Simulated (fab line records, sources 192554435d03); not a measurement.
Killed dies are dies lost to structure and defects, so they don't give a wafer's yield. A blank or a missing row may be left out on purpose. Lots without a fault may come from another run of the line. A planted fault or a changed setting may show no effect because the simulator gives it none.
Chamber matching | flow n5_finfet | N5_BEOL_M13_ILD_DEP_00 on pecvd-02: 3 sister chambers
The step deposits SiOC from DEMS/O2, target thk 837.92 nm, time 166.4 s. 3 wafers are shown with their chamber, then 8 later ones without.

WAFERS WITH THEIR CHAMBER
wafer  | chamber | heater_power_w (W)
L084.2 | 2       | 506
L086.4 | 1       | 336
L087.2 | 0       | 331

WAFERS WITHOUT THEIR CHAMBER
wafer  | heater_power_w (W)
L087.4 | 471
L087.6 | 365
L093.2 | 293
L093.3 | 506
L093.4 | 326
L096.1 | 360
L096.2 | 360
L096.6 | 457

WHICH CHAMBER EACH WENT THROUGH
wafer  | from the rows above     | in truth
L087.4 | 2                       | 2
L087.6 | can't be placed: 1 or 0 | 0
L093.2 | can't be placed: 0 or 1 | 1
L093.3 | 2                       | 2
L093.4 | can't be placed: 0 or 1 | 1
L096.1 | can't be placed: 1 or 0 | 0
L096.2 | can't be placed: 1 or 0 | 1
L096.6 | 2                       | 2
Placed correctly: 3 of 8. Can't be placed from these rows: 5 (the true chamber is among the candidates in 5). Placed wrongly: 0.
How it was worked out, from the rows above alone: a wafer's distance from a chamber is the root of the sum, over the readings, of the square of ((its reading less the chamber's mean) divided by the reading's scatter). The wafer belongs to the nearest chamber; if the next one is less than 2 further off, it can't be placed. A chamber's mean is the mean of its shown wafers. The scatter: with one shown wafer a chamber, the root of the mean of the squares of how far each hidden wafer lies from its nearest shown one.
